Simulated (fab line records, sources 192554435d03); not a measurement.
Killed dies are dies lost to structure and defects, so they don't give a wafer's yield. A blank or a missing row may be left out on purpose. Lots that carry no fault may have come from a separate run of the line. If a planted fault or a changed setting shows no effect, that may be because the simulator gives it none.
Chamber matching -- flow n5_finfet -- rie_diel-06 running N5_FIN_SAQP_ETCH_51: 4 sister chambers
The step etches SiARC in CF4, target depth 45.5 nm, time 75.8 s. 7 wafers are shown with their chamber, then 8 later ones without.

## WAFERS, EACH WITH ITS CHAMBER
wafer,chamber,drypump_motor_current_A (A),showerhead_plenum_p_Torr (Torr)
L077.6,1,5.59,2.11
L079.4,0,5.58,2.28
L085.2,2,5.74,2.29
L089.2,0,5.60,2.27
L089.4,1,5.60,2.11
L089.5,3,5.26,2.21
L092.4,3,5.25,2.20

## WAFERS MISSING THEIR CHAMBER
wafer,drypump_motor_current_A (A),showerhead_plenum_p_Torr (Torr)
L092.5,5.60,2.10
L092.6,5.73,2.28
L094.1,5.60,2.10
L094.2,5.76,2.28
L094.3,5.28,2.20
L097.1,5.61,2.10
L097.5,5.26,2.20
L097.6,5.78,2.28

## WHICH CHAMBER EACH WENT THROUGH
wafer,from the rows above,in truth
L092.5,1,1
L092.6,2,2
L094.1,1,1
L094.2,2,2
L094.3,3,3
L097.1,1,1
L097.5,3,3
L097.6,2,2
Correctly placed: 8 of 8. From these rows, 0 cannot be placed. Placed wrongly: 0.
How it was worked out, from the rows above alone: a wafer's distance from a chamber is the root of the sum, over the readings, of the square of ((its reading less the chamber's mean) divided by the reading's scatter). If the next closest chamber is less than 2 further off than the closest, the wafer can't be placed; otherwise it belongs to the closest. Each chamber's mean is taken over the wafers shown for it. The scatter: take each reading less its chamber's mean, square it, sum over the shown wafers, divide by the number of wafers less the number of chambers, and take the root.
